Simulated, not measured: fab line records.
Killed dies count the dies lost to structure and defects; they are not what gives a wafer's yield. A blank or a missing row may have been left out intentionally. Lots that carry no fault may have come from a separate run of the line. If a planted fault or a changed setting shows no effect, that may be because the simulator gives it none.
Which tool was responsible?	flow nandHarc	6 lots with 18 wafers sampled at 4 steps, on a route of 1159 steps

## WHAT THE GAUGES READ, wafer by wafer
NHARC_P_M0_CD_MEAS_16.
lot	measured	on	cdNm (nm)
L730	day 6 04:36	cdSem-03	89.8 89.5 88.7
L732	day 6 12:38	cdSem-02	87.7 88.3 89.1
L734	day 7 06:44	cdSem-02	89.5 88.8 88.2
L736	day 7 18:22	cdSem-01	90.1 90.5 88.9
L738	day 8 06:54	cdSem-01	87.8 89.8 91.5
L740	day 8 21:00	cdSem-02	90.6 88.6 88.9

## TOOL THAT RAN EACH LOT (tool first, then ch and the chambers of the sampled wafers, then the start)
lot	NHARC_P_CONTACT_DEGAS_38	NHARC_P_CONTACT_PRE_CLEAN_39	NHARC_P_CONTACT_ALD_22
L730	pvdSputter-03, day 5 21:08	pvdSputter-03, day 5 21:13	aldMetal-03 ch 0,1, day 5 21:23
L732	pvdSputter-01, day 6 09:16	pvdSputter-01, day 6 09:18	aldMetal-03 ch 0,1,2, day 6 09:31
L734	pvdSputter-01, day 6 22:32	pvdSputter-01, day 6 22:37	aldMetal-02 ch 0,1,2, day 6 22:50
L736	pvdSputter-01, day 7 13:25	pvdSputter-01, day 7 13:28	aldMetal-02 ch 1,2, day 7 13:38
L738	pvdSputter-02, day 8 03:45	pvdSputter-02, day 8 03:49	aldMetal-03 ch 1,2,3, day 8 03:59
L740	pvdSputter-01, day 8 18:08	pvdSputter-01, day 8 18:11	aldMetal-03 ch 0,1,2, day 8 18:23
- NHARC_P_CONTACT_DEGAS_38: time 60 s.
- NHARC_P_CONTACT_PRE_CLEAN_39: time 19.5 s.
- NHARC_P_CONTACT_ALD_22: deposits TiN, target thk 3 nm, pulse time 1 s, ald cycles 150.

## THE ANSWER, worked out from the rows above alone
Rule: what is usual is taken from the lots themselves. The widest of any qualifying gaps counts: lots, ordered by their means at a reading, are off when they make up no more than a third of the lots, leave a main group of 4 or more, and stand apart from it by 3 or more times the standard deviation of that group's means. Not used: any main group whose means are identical at the precision the tables above print for the reading. A lot without any number at a reading at which 4 lots or more have one is off too. Any other lot the step has rows for is counted as sound.
Nothing can be told from this: no lot is off at any reading shown.

## WHAT WAS PUT IN BY THE SIMULATOR
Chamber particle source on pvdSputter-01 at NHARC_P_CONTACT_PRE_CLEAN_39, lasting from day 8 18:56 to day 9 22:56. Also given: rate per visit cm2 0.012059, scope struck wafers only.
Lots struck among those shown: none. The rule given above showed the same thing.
